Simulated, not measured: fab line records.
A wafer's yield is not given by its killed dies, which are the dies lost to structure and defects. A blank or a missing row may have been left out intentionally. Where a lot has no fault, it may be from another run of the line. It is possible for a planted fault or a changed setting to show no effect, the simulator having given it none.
Chamber matching    flow n5 finfet    rie diel-05 running N5_PMOS_HMC_CHANNEL_EPI_HM_OPEN_15: 4 sister chambers
The step chemistry CHF3/O2, target SiO2, target depth 40.6 nm, time 20.3 s. 14 wafers are shown with their chamber, then 6 later ones without.

## WAFERS PAIRED WITH THEIR CHAMBERS
wafer   chamber  showerhead plenum p Torr (Torr)  drypump motor current A (A)  oes product au (a.u.)
L187.1  3        2.35                             6.00                         0.79
L187.4  1        2.40                             5.69                         0.71
L187.6  3        2.35                             6.00                         0.79
L188.1  3        2.35                             6.00                         0.79
L188.2  1        2.40                             5.67                         0.71
L188.4  2        2.58                             5.79                         0.96
L200.1  0        2.39                             5.79                         0.71
L200.2  3        2.34                             5.99                         0.77
L203.2  3        2.34                             6.00                         0.76
L203.5  0        2.39                             5.81                         0.71
L203.6  1        2.39                             5.67                         0.70
L204.1  0        2.39                             5.80                         0.70
L204.4  3        2.34                             6.00                         0.76
L204.5  3        2.34                             6.02                         0.75

SIGNATURES (means of the wafers above)
reading                   chamber 0  chamber 1  chamber 2  chamber 3  scatter within a chamber
showerhead plenum p Torr  2.3900     2.3967     2.5800     2.3443     0.00488
drypump motor current A   5.8000     5.6767     5.7900     6.0014     0.00976
oes product au            0.7067     0.7067     0.9600     0.7729     0.0137
Rule: distance of a wafer from a chamber = root of the sum over the readings of ((wafer's reading minus chamber's mean) / reading's scatter) squared. If the next closest chamber is less than 2 further off than the closest, the wafer can't be placed; otherwise it belongs to the closest. The scatter: the root of (the sum of the squares of (reading less its chamber's mean) over the shown wafers, divided by (wafers less chambers)).

## WAFERS WHOSE CHAMBER IS MISSING
wafer   showerhead plenum p Torr (Torr)  drypump motor current A (A)  oes product au (a.u.)
L207.2  2.33                             6.00                         0.76
L207.3  2.57                             5.78                         0.89
L207.6  2.39                             5.82                         0.69
L209.1  2.38                             5.82                         0.69
L209.4  2.33                             6.01                         0.75
L209.5  2.39                             5.68                         0.69

## EACH ONE'S CHAMBER
wafer   from the rows above  in truth
L207.2  3                    3
L207.3  2                    2
L207.6  0                    0
L209.1  0                    0
L209.4  3                    3
L209.5  1                    1
Placed correctly: 6 of 6. Number that these rows cannot place: 0. Number placed wrongly: 0.
